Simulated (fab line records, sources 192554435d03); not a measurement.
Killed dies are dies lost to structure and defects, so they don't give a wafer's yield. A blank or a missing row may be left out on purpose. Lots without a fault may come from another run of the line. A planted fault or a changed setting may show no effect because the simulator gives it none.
Which tool did it? | flow n5_finfet | 10 lots, 29 wafers sampled, at 6 steps of a route of 1938

WHAT THE GAUGES READ, wafer by wafer
N5_BEOL_M1_THK_MEAS_01.
lot  | measured     | on            | M1_ILD_THK (nm)
L362 | day 6 01:49  | film_metro-01 | 76.6 75.9 76.9
L364 | day 6 12:12  | film_metro-02 | 77.1 80.1 78.8
L366 | day 6 22:57  | film_metro-02 | 77.7 77.9 78.3
L370 | day 8 02:15  | film_metro-01 | 76.8 79.2
L372 | day 8 07:35  | film_metro-01 | 116.8 78.5 79.2
L373 | day 8 16:53  | film_metro-02 | 117.1 78.1 78.5
L374 | day 9 03:51  | film_metro-01 | 118.1 77.0 78.8
L383 | day 11 11:35 | film_metro-02 | 80.0 80.2 78.9
L384 | day 11 12:02 | film_metro-02 | 77.9 79.8 79.3
L385 | day 11 20:11 | film_metro-02 | 80.4 79.9 80.1

N5_BEOL_M4_RC_MEAS_101.
lot  | measured     | on        | DIBL_N (mV/V)  | DIBL_P (mV/V)  | IOFF_N (nA/um) | IOFF_P (nA/um) | ION_N (uA/um) | ION_P (uA/um) | SS_N (mV/dec)  | SS_P (mV/dec)  | VT_N (mV)   | VT_P (mV)
L362 | day 7 23:09  | prober-02 | 35.1 34.6 37.2 | 32.6 33.7 37.4 | 0.15 0.13 0.18 | 0.18 0.18 0.24 | 667 679 674   | 461 470 467   | 72.0 70.9 71.3 | 73.0 71.8 73.8 | 249 253 248 | -249 -249 -248
L364 | day 8 04:20  | prober-02 | 39.8 37.6 38.7 | 40.1 37.1 38.1 | 0.27 0.19 0.21 | 0.34 0.26 0.27 | 711 672 676   | 485 471 470   | 72.3 71.8 71.5 | 74.3 73.2 73.4 | 239 248 245 | -244 -245 -247
L366 | day 8 20:05  | prober-02 | 36.2 36.8 40.1 | 36.8 38.0 39.1 | 0.14 0.16 0.21 | 0.19 0.21 0.23 | 661 674 681   | 457 462 452   | 70.4 71.6 71.8 | 74.2 73.8 74.6 | 252 249 246 | -254 -251 -253
L370 | day 9 22:33  | prober-02 | 39.4 40.5      | 39.4 39.7      | 0.21 0.26      | 0.22 0.24      | 690 688       | 463 460       | 72.2 72.3      | 74.4 74.2      | 246 244     | -253 -250
L372 | day 10 12:45 | prober-01 | 32.4 36.0      | 30.0 36.9      | 0.09 0.15      | 0.12 0.21      | 662 692       | 453 468       | 70.4 70.9      | 71.4 72.8      | 257 249     | -257 -250
L373 | day 10 13:01 | prober-02 | 36.9 37.1      | 35.5 34.7      | 0.17 0.17      | 0.18 0.16      | 689 647       | 466 437       | 71.6 73.2      | 73.2 72.6      | 248 253     | -249 -255
L374 | day 10 22:32 | prober-01 | 36.7 38.0      | 36.3 38.8      | 0.17 0.21      | 0.22 0.26      | 668 684       | 459 469       | 71.5 71.5      | 73.9 73.6      | 249 243     | -249 -245
L383 | day 13 03:17 | prober-02 | 36.4 34.7 36.7 | 35.4 33.0 35.2 | 0.16 0.13 0.16 | 0.19 0.17 0.20 | 668 688 681   | 458 471 469   | 71.6 71.2 71.7 | 72.9 72.6 73.6 | 250 250 252 | -252 -251 -248
L384 | day 13 21:49 | prober-01 | 40.5 39.5 38.0 | 41.1 40.5 36.5 | 0.25 0.24 0.18 | 0.29 0.27 0.21 | 671 674 674   | 459 458 455   | 72.9 72.5 72.3 | 75.4 74.9 74.3 | 244 243 248 | -249 -250 -253
L385 | day 13 22:28 | prober-02 | 39.1 33.5 38.9 | 40.3 33.6 37.9 | 0.23 0.14 0.22 | 0.30 0.18 0.25 | 704 688 683   | 479 474 468   | 72.8 71.2 72.8 | 74.6 73.0 73.7 | 243 248 246 | -245 -249 -244

WHICH TOOL RAN EACH LOT (tool, then ch and the chambers of the sampled wafers, then the start)
lot  | N5_BEOL_M0_PRE_CLEAN_113     | N5_BEOL_M0_SPUTTER_134       | N5_BEOL_M0_CMP_120            | N5_BEOL_M1_ILD_DEP_00
L362 | pvd_sputter-03, day 5 23:07  | pvd_sputter-01, day 6 00:17  | cmp-03 ch 1,2,3, day 6 01:04  | pecvd-04 ch 0,1,2, day 6 01:44
L364 | pvd_sputter-03, day 6 09:52  | pvd_sputter-03, day 6 10:52  | cmp-01 ch 1,3, day 6 11:29    | pecvd-01 ch 0,2, day 6 12:08
L366 | pvd_sputter-02, day 6 20:02  | pvd_sputter-02, day 6 21:13  | cmp-04 ch 0,2,3, day 6 22:14  | pecvd-01 ch 1,2, day 6 22:53
L370 | pvd_sputter-01, day 8 00:15  | pvd_sputter-03, day 8 00:57  | cmp-01 ch 0,1, day 8 01:38    | pecvd-01 ch 0,2, day 8 02:11
L372 | pvd_sputter-03, day 8 05:05  | pvd_sputter-02, day 8 06:17  | cmp-04 ch 0,2,3, day 8 06:54  | pecvd-01 ch 1,2, day 8 07:31
L373 | pvd_sputter-03, day 8 14:42  | pvd_sputter-03, day 8 15:35  | cmp-03 ch 0,1,3, day 8 16:16  | pecvd-01 ch 0,1,2, day 8 16:49
L374 | pvd_sputter-01, day 9 01:16  | pvd_sputter-02, day 9 02:20  | cmp-04 ch 0,1, day 9 03:02    | pecvd-01 ch 1,2, day 9 03:47
L383 | pvd_sputter-02, day 11 09:28 | pvd_sputter-02, day 11 10:11 | cmp-04 ch 2,3, day 11 10:56   | pecvd-02 ch 0,1, day 11 11:31
L384 | pvd_sputter-02, day 11 09:33 | pvd_sputter-02, day 11 10:37 | cmp-01 ch 0,1,3, day 11 11:26 | pecvd-02 ch 0,2, day 11 11:58
L385 | pvd_sputter-01, day 11 17:01 | pvd_sputter-02, day 11 18:05 | cmp-04 ch 2,3, day 11 19:32   | pecvd-02 ch 0,1,2, day 11 20:08
- N5_BEOL_M0_PRE_CLEAN_113: time 30 s.
- N5_BEOL_M0_SPUTTER_134: material Cu, target thk 4 nm, time 7.37 s.
- N5_BEOL_M0_CMP_120: polishes, stops on SiOC, t overpolish 6.9 s.
- N5_BEOL_M1_ILD_DEP_00: deposits SiOC from DEMS/O2, target thk 79 nm, time 15.3 s.

WHAT THE TOOLS THEMSELVES READ (means of the sampled wafers that have a number; where no wafer has one, the mark that the record gives instead)
N5_BEOL_M0_PRE_CLEAN_113.
lot  | tool           | heater_power_w (W)
L362 | pvd_sputter-03 | 348
L364 | pvd_sputter-03 | 375
L366 | pvd_sputter-02 | 311
L370 | pvd_sputter-01 | 343
L372 | pvd_sputter-03 | 359
L373 | pvd_sputter-03 | 319
L374 | pvd_sputter-01 | 322
L383 | pvd_sputter-02 | 313
L384 | pvd_sputter-02 | 330
L385 | pvd_sputter-01 | 366

N5_BEOL_M0_SPUTTER_134.
lot  | tool           | throttle_valve_pct (%)
L362 | pvd_sputter-01 | 29.4
L364 | pvd_sputter-03 | 30.3
L366 | pvd_sputter-02 | 30.3
L370 | pvd_sputter-03 | 30.6
L372 | pvd_sputter-02 | 30.4
L373 | pvd_sputter-03 | 30.2
L374 | pvd_sputter-02 | 31.4
L383 | pvd_sputter-02 | 30.3
L384 | pvd_sputter-02 | 30.6
L385 | pvd_sputter-02 | 29.7

N5_BEOL_M0_CMP_120.
lot  | tool   | barrier_field_endpoint_s (s) | clearing_platen_down_force_psi (psi) | motor_current_A (A) | overpolish_run_s (s) | pad_life_wafers | time_to_endpoint_s (s)
L362 | cmp-03 | 3.55                         | 1.500                                | 5.8                 | 6.896                | 572             | 59
L364 | cmp-01 | 3.79                         | 1.500                                | 5.4                 | 6.904                | 1471            | 63
L366 | cmp-04 | 3.57                         | 1.497                                | 6.1                 | 6.900                | 956             | 63
L370 | cmp-01 | 3.32                         | 1.502                                | 5.6                 | 6.896                | 1730            | 56
L372 | cmp-04 | 3.62                         | 1.500                                | 5.9                 | 6.908                | 1171            | 60
L373 | cmp-03 | 3.58                         | 1.500                                | 5.9                 | 6.902                | 1076            | 60
L374 | cmp-04 | 3.70                         | 1.500                                | 5.3                 | 6.904                | 1320            | 65
L383 | cmp-04 | 3.57                         | 1.502                                | 6.5                 | 6.901                | 1778            | 64
L384 | cmp-01 | 3.60                         | 1.499                                | 5.6                 | 6.896                | 200             | 59
L385 | cmp-04 | 3.92                         | 1.501                                | 6.2                 | 6.898                | 1879            | 69

N5_BEOL_M1_ILD_DEP_00.
lot  | tool     | heater_power_w (W) | showerhead_plenum_p_Torr (Torr) | throttle_valve_pct (%)
L362 | pecvd-04 | 614                | 5.684                           | 12.4
L364 | pecvd-01 | 512                | 5.682                           | 11.9
L366 | pecvd-01 | 481                | 5.704                           | 11.7
L370 | pecvd-01 | 560                | 5.699                           | 11.6
L372 | pecvd-01 | 409                | 5.711                           | 11.6
L373 | pecvd-01 | 493                | 5.694                           | 11.8
L374 | pecvd-01 | 576                | 5.708                           | 11.8
L383 | pecvd-02 | 440                | 5.707                           | 12.4
L384 | pecvd-02 | 391                | 5.708                           | 11.3
L385 | pecvd-02 | 424                | 5.702                           | 11.8

THE ANSWER, worked out from the rows above alone
Rule: what is usual is taken from the lots themselves. Put in order of their means at a reading, lots are off if they are a third of the lots or fewer, leave a main group of 4 or more, and stand apart from it by a gap of 3 or more times the standard deviation of the main group's means; of several such gaps the widest counts. A main group whose means are all the same, to the digits that the tables above print for the reading, isn't used. A lot without any number at a reading at which 4 lots or more have one is off too. The other lots that the step has rows for count as sound. The gauges are gone through in route order, then the tools' own readings, and for those a lot's mean is taken as printed above. The first step at which some lot is off is used, and at that step the reading that is off furthest; a lot without a number counts as furthest.
Off: L372, L373, L374, at N5_BEOL_M1_THK_MEAS_01 (M1_ILD_THK). The main group: mean 78.6 nm, standard deviation 1.1.
A tool fits if, at a process step before that reading, it ran every lot that is off, and no sound lot after the first of them. The gauges at N5_BEOL_M1_THK_MEAS_01 are tried like those tools. One fits: pecvd-01 at N5_BEOL_M1_ILD_DEP_00. Its last sound lot is L370 (day 8 02:11), its first lot that is off L372 (day 8 07:31): a fault that began between those two fits.

WHAT THE SIMULATOR HAD PUT IN
Process parameter drift: pecvd-01, from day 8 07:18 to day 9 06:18, at N5_BEOL_M1_ILD_DEP_00. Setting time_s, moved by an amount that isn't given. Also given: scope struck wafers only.
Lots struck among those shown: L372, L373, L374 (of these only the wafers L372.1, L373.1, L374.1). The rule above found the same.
